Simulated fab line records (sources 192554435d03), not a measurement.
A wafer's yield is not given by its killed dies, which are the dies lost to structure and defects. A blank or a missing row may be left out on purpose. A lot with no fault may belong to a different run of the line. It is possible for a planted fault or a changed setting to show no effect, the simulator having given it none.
Matching of chambers -- flow n5Finfet -- 4 sister chambers for N5_FIN_SAQP_ETCH_51 on rieDiel-05
The step etches SiARC in CF4, target depth 45.5 nm, time 75.8 s. 7 wafers are shown with their chamber, then 7 later ones without.

WAFERS PAIRED WITH THEIR CHAMBERS
wafer,chamber,showerheadPlenumPTorr (Torr),drypumpMotorCurrentA (A)
L076.1,2,2.04,5.8
L079.4,3,2.21,6.3
L079.6,1,2.00,5.4
L086.4,2,2.03,5.8
L086.5,0,2.23,5.5
L090.1,0,2.22,5.6
L090.4,1,1.99,5.4

WAFERS MISSING THEIR CHAMBER
wafer,showerheadPlenumPTorr (Torr),drypumpMotorCurrentA (A)
L090.5,2.22,5.6
L092.1,1.99,5.4
L092.3,2.22,5.6
L092.5,2.22,5.6
L096.1,1.99,5.4
L096.2,2.28,5.8
L096.3,2.20,6.3

EACH ONE'S CHAMBER
wafer,from the rows above,in truth
L090.5,0,0
L092.1,1,1
L092.3,0,0
L092.5,0,0
L096.1,1,1
L096.2,0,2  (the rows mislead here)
L096.3,3,3
Correctly placed: 6 of 7. Not placeable from these rows: 0. Number placed wrongly: 1.
How it was worked out, from the rows above alone: a wafer's distance from a chamber is the root of the sum, over the readings, of the square of ((its reading less the chamber's mean) divided by the reading's scatter). If the next closest chamber is less than 2 further off than the closest, the wafer can't be placed; otherwise it belongs to the closest. For every chamber, the mean is computed from those of its wafers that are shown. The scatter: take each reading less its chamber's mean, square it, sum over the shown wafers, divide by the number of wafers less the number of chambers, and take the root.
